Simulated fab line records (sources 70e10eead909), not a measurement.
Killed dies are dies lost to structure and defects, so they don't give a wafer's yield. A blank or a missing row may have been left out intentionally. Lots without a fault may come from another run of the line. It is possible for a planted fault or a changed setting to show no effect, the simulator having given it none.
Code-filled problem report in 8D (eight disciplines) form    flow nand_harc    the parts of the form that need people (team, actions taken, sign-off) are left out

== 1. WHAT WENT WRONG ==
Wafers with no fault read 1.2 with a standard deviation of 1.5, whereas killed_at_other at NHARC_END_SORT_01 reads a mean of 624.0 on 1 wafer of 1 lot. So: +99 or more standard deviations from the usual mean.
First seen on wafer L867.4, day 31 09:29, on prober-02. Wafers with a number at this step in the record: 9, from 3 lots. Rule for "out", or "out of limits": more than 4 standard deviations from the usual mean. All remaining wafers that have a number are taken as sound.

== 2. WHAT IT IS, WHAT IT ISN'T ==
question                     is                                                                                                                   is not
which readings at this step  killed_at_other, defect_limited_yield, killed_dies, sort_bin_2_pct, sort_n_pass, sort_rim_yield_pct, sort_yield_pct  killed_at_array, killed_at_periphery, killed_open, killed_short, sort_bin_3_pct, sort_bin_4_pct
which lots                   L867                                                                                                                 L851, L857
which wafers of those lots   L867.4                                                                                                               L867.3, L867.6
read on which gauges         prober-02                                                                                                            prober-01
when                         from day 31 09:29                                                                                                    up to then (7 sound wafers); but 1 sound wafer of L867 came after

== 3. WHAT RULES OUT EACH SUSPECT ==
Counting: a tool at a process step up to the reading stays a suspect if it ran every lot that is out. Sound lots after the first of them don't rule it out here, since some wafers of a struck lot are sound.
- the gauge at NHARC_END_SORT_01: kept. All the wafers that are out were read on prober-02, and no step on other tools shows them out.
- pecvd-02 at NHARC_THIN_TSV_DEP_43 (deposits SiO2, target thk 1328.5 nm): kept. It ran the lot that is out, L867 (day 30 15:17).
- pvd_sputter-02 at NHARC_THIN_TSV_PVD_19 (deposits TaN, target thk 20 nm): kept. The lot that is out, L867, ran on it at day 30 19:10; the last sound lot it ran before that was L857, at day 27 10:51. Because NHARC_THIN_TSV_PVD_19 lacks a start for some lots, the hours and order of its lots are taken from NHARC_THIN_TSV_PVD_51.
- pvd_sputter-02 at NHARC_THIN_TSV_PVD_51 (deposits Cu, target thk 100 nm): kept. The lot that is out, L867, ran on it at day 30 19:10; the last sound lot it ran before that was L857, at day 27 10:51.
- pecvd-02, NHARC_THIN_TSV_DEP_43: wafers that are out in chamber 2, sound lot-mates in chambers 0, 1.
Left after counting: pecvd-02 at NHARC_THIN_TSV_DEP_43, pvd_sputter-02 at NHARC_THIN_TSV_PVD_19, pvd_sputter-02 at NHARC_THIN_TSV_PVD_51, prober-02 at NHARC_END_SORT_01.

== 4. THE CAUSE (what the simulator had put in) ==
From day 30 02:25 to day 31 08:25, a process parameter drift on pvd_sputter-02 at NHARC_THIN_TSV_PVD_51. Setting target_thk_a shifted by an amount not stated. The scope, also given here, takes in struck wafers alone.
4 suspects survive the count, and this tool is in that group.

== 5. THE EFFECT CHAIN, in route order ==
One row per reading whose mean, taken over the struck wafers that have a number, lies over 3 standard deviations from the usual. Only readings for which the record gives a usual standard deviation are gone through. hours: the time from each lot's start at the first step in this table that gives one to its start at this step, as a median over the lots. sigmas: the change in usual standard deviations.
hours  step               reading               usual   on struck wafers  change  sigmas
0      NHARC_END_SORT_01  defect_limited_yield  91.6 %  0.0               -91.6   -37
0      NHARC_END_SORT_01  killed_at_other       1.2     624.0             +622.8  +99 or more
0      NHARC_END_SORT_01  killed_dies           57      677               +620    +36
0      NHARC_END_SORT_01  sort_bin_2_pct        3.0 %   93.8              +90.8   +83
0      NHARC_END_SORT_01  sort_n_pass           620     0                 -620    -36
0      NHARC_END_SORT_01  sort_rim_yield_pct    91 %    0                 -91     -24
0      NHARC_END_SORT_01  sort_yield_pct        91.6 %  0.0               -91.6   -37

== 6. WHAT WOULD HAVE CAUGHT IT SOONER ==
31 hours passed between the start of the fault at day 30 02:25 and the first reading out of limits at a measuring or inspecting step in this record, taken at day 31 09:29.
Of the tool readings at NHARC_THIN_TSV_PVD_51 for which the record gives a usual standard deviation, none was out on any struck wafer, so an alarm limit of 4 standard deviations on them would not have fired.
All the lots that are out (1) had begun NHARC_THIN_TSV_PVD_51 on pvd_sputter-02 by day 31 09:29. Had the tool been put on hold then, not one of them would have been saved.
